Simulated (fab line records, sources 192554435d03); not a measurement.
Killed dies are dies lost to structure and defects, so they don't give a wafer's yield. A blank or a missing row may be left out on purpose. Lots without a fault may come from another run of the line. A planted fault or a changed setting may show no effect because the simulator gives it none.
fab line records | flow n5_finfet
record lots=4 wafers=12 last_day=17
route steps=1938 shown MOL_CONTACT_COAG@529 BEOL_M4@1111
lots that met no fault: from a run of the same line without faults
start_h: hours from the record's first day to the start of the lot's first wafer shown | wait_h: hours since the lot's step before | " the same as in the row above | L1.1+2: a row that stands for several wafers | - no value, or no start given | * or withheld: withheld | < > ~ a bound
route shown NAME@n: a module of which the file shows steps, and the number in the route of the first | usual: mean/standard deviation of fault-free wafers | same: alike in all rows | chamber/n: place in a boat | sites: the reading at each site | _std_site: their standard deviation | _edge_site: outer sites' mean less inner sites' | radius_mm: how far each site lies from the wafer's centre | mask NAME#n: copy n | behind: the tool/chamber that last shaped the wafer | hold: why the lot was held/for how many hours/how that ended | device: the transistor (n, p or np) that didn't switch | end of line: the same wafers' tests at the end of the route | a step without rows: its recipe alone | killed: dies lost to structure and defects at the first sort, not the wafer's yield | map: a wafer's dies, x killed, . not, _ none there
set.NAME: the setting as run; set.NAME@STEP: as run at that earlier step | model.NAME: the simulator's own value behind a step, which no gauge read
lots at some steps of the route; a table a step, a row a wafer
services: from which hour (start_h, from the record's first day; less than 0 if before it) a tool's chamber was out of use, for how many hours, and why
## steps
# step N5_MOL_CONTACT_COAG_DESCUM_13
# recipe chemistry=O2 time_s=7 source_power_w=50 bias_power_w=20 pressure_mtorr=20 rf_frequency_hz=2.712e+07 temp_c=40 resist=CAR-EUV o2_flow_sccm=225
# step N5_MOL_CONTACT_COAG_ETCH_59
# recipe chemistry=N2/H2 target=underlayer target_depth_a=130 mask_material=CAR-EUV time_s=10.4 ion_energy_ev=200 pressure_mtorr=30 source_w=840 bias_w=150 n2_flow_sccm=200 h2_flow_sccm=200 ends=cleared
# step N5_MOL_CONTACT_COAG_ETCH_105
# recipe chemistry=CF4 target=SiARC target_depth_a=156 mask_material=CAR-EUV time_s=26 ion_energy_ev=80 pressure_mtorr=40 source_w=545 bias_w=36 Ar_flow_sccm=100 cf4_flow_sccm=100 ends=cleared
# step N5_MOL_CONTACT_COAG_ETCH_106
# recipe chemistry=N2/H2 target=SOC target_depth_a=800 overetch_a=160 mask_material=SiARC temp_c=40 time_s=120 ion_energy_ev=200 pressure_mtorr=30 source_w=840 bias_w=150 n2_flow_sccm=200 h2_flow_sccm=200
# step N5_MOL_CONTACT_COAG_STRIP_107
# recipe chemistry=N2/H2 temp_c=40 n2_flow_sccm=200 h2_flow_sccm=200 rf_frequency_hz=6e+07
# step N5_MOL_CONTACT_COAG_STRIP_108
# recipe chemistry=N2/H2 temp_c=40 n2_flow_sccm=200 h2_flow_sccm=200 rf_frequency_hz=6e+07
# step N5_MOL_CONTACT_COAG_CONTACT_ETCH_14
# recipe chemistry=C4F6/O2 target=SiO2 target_depth_a=275 overetch_a=85 mask_material=SOC pressure_mtorr=30 source_w=370 bias_w=185 Ar_flow_sccm=300 C4F6_flow_sccm=16 O2_flow_sccm=10 time_s=20 ion_energy_ev=259.6
# step N5_MOL_CONTACT_COAG_STRIP_109
# recipe chemistry=C4F6/O2 resist=SiARC rf_frequency_hz=6e+07
# step N5_MOL_CONTACT_COAG_ETCH_15
# recipe chemistry=CH3F/O2 target=SiNx target_depth_a=70 mask_material=SOC stop_on=Si:P over_etch_frac=0.75 ion_energy_ev=120 pressure_mtorr=30 source_w=395 bias_w=73 Ar_flow_sccm=150 CH3F_flow_sccm=30 O2_flow_sccm=20
# step N5_MOL_CONTACT_COAG_ETCH_110
# recipe chemistry=CF4/O2 target=Si target_depth_a=25 time_s=8 pressure_mtorr=100 source_w=200 bias_w=12 ion_energy_ev=60 Ar_flow_sccm=100 cf4_flow_sccm=100 O2_flow_sccm=10
# usual chamber_pressure_mTorr=100.01/0.093 drypump_motor_current_A=5.7/0.35 mfc_ar_sccm=100.0/0.31 oes_f_703_au=0.79/0.072 oes_product_au=0.78/0.079 rf_fwd_power_W=198.2/0.88 rf_vpp_V=126.5/2.5 showerhead_plenum_p_Torr=2.23/0.073 throttle_valve_pct=10.72/0.23
# columns lot.wafer tool chamber start_h wait_h chamber_pressure_mTorr drypump_motor_current_A mfc_ar_sccm oes_f_703_au oes_product_au rf_fwd_power_W rf_hours_counter_h rf_vpp_V showerhead_plenum_p_Torr throttle_valve_pct model.etch.depth_nm
L451.2 rie_diel-02 2 140.81 0.0 100.12 5.9 99.6 0.72 0.70 197.6 210 122.3 2.12 11.10 2.436
L451.3 " 3 " " 100.15 5.6 100.0 0.73 0.70 198.5 220 127.8 2.30 10.84 2.464
L451.4 " 1 " " 100.14 5.7 100.5 0.80 0.80 197.0 120 126.4 2.16 10.62 2.536
L454.1 rie_diel-02 2 161.13 0.0 99.98 5.9 100.5 0.71 0.69 198.0 217 123.2 2.11 11.13 2.464
L454.2 " 1 " " 99.94 5.7 99.5 1.08 0.90 245.3 127 113.1 2.15 10.64 3.059
L454.6 " 3 " " 100.17 5.7 100.1 0.72 0.70 199.8 - 127.1 2.30 10.84 2.499
L455.1 rie_diel-02 1 172.77 0.0 100.15 5.7 99.4 1.07 0.89 244.6 130 113.3 2.15 10.63 3.052
L455.2 " 2 " " 100.04 5.9 100.2 0.70 0.68 197.1 220 121.6 2.11 11.14 2.43
L455.4 " 3 " " 100.02 5.6 99.7 0.72 0.69 198.6 230 126.5 2.30 10.84 2.47
L463.1 rie_diel-01 0 212.78 0.0 100.00 4.9 100.0 0.68 0.70 198.0 209 129.9 2.21 10.91 2.364
L463.4 " 3 " " 100.03 4.9 100.1 0.84 0.84 197.7 69 125.7 2.34 10.46 2.518
L463.6 " 3 " " 99.92 4.9 99.3 0.84 0.83 198.7 - 126.0 2.34 10.45 2.53
# step N5_MOL_CONTACT_COAG_STRIP_98
# recipe chemistry=N2/H2 power_w=500 temp_c=40 pressure_mtorr=50 rf_frequency_hz=6e+07 overash_fraction=0.3 bias_power_w=8 h2_frac=0.5 n2_flow_sccm=300 h2_flow_sccm=300
# step N5_BEOL_M4_RC_MEAS_101
# usual DIBL_N=36.7/1.8 DIBL_P=37.0/2.4 IOFF_N=0.17/0.036 IOFF_P=0.22/0.042 ION_N=673/12 ION_P=462/8.5 SS_N=71.7/0.62 SS_P=73.4/0.65 VT_N=250/3.7 VT_P=-250/3.7
# columns lot.wafer tool chamber start_h wait_h DIBL_N[mV/V] DIBL_P[mV/V] IOFF_N[nA/um] IOFF_P[nA/um] ION_N[uA/um] ION_P[uA/um] SS_N[mV/dec] SS_P[mV/dec] VT_N[mV] VT_P[mV]
L451.2 prober-01 0 237.86 0.2 38.3 38.7 0.21 0.30 680 474 72.5 73.0 247 -242
L451.3 " 0 " " 34.6 34.8 0.15 0.23 677 479 71.1 72.4 247 -241
L451.4 " 0 " " 36.7 37.2 0.18 0.27 677 472 71.8 73.1 248 -245
L454.1 prober-01 0 262.40 0.0 38.3 39.4 0.21 0.27 671 463 72.5 73.8 245 -247
L454.2 " 0 " " 37.7 39.5 0.19 0.25 682 467 71.6 73.9 248 -248
L454.6 " 0 " " 36.8 39.1 0.18 0.26 682 473 71.7 73.3 245 -247
L455.1 prober-01 0 270.96 0.0 34.9 35.8 0.12 0.19 649 452 71.5 73.0 253 -251
L455.2 " 0 " " 35.6 37.4 0.14 0.22 667 462 71.1 73.8 251 -251
L455.4 " 0 " " 35.1 37.3 0.14 0.21 671 466 71.7 73.8 253 -252
L463.1 prober-02 0 302.34 0.0 36.5 35.1 0.15 0.22 676 466 71.7 73.6 252 -247
L463.4 " 0 " " 35.2 32.7 0.12 0.19 675 467 71.4 72.6 252 -249
L463.6 " 0 " " 39.4 37.9 0.21 0.29 675 466 72.2 73.9 247 -241
## services
# columns tool chamber start_h hours kind
rie_diel-01 1 192.52 - clean
rie_diel-01 1 192.52 - consumable_replace:focus_ring
## key
first_sign step=N5_MOL_CONTACT_COAG_ETCH_110 reading=rf_fwd_power_W direction=up sigmas=53 usual=* struck=*
effect step=N5_MOL_CONTACT_COAG_ETCH_110 reading=rf_vpp_V direction=down sigmas=5.3 usual=126.5 struck=113.2
model_effect step=N5_MOL_CONTACT_COAG_ETCH_110 value=etch.depth_nm without=2.542 struck=3.055
met_at N5_MOL_CONTACT_COAG_ETCH_110
struck_wafers L454.2,L455.1
onset_between 140.81 161.13
fault kind=process_parameter_drift tool=rie_diel-02 chamber=1 onset_h=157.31 steps=N5_MOL_CONTACT_COAG_ETCH_110 channel=source_w offset=48 shape=step end_h=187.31 acts_in=these_recipes_only stated=200
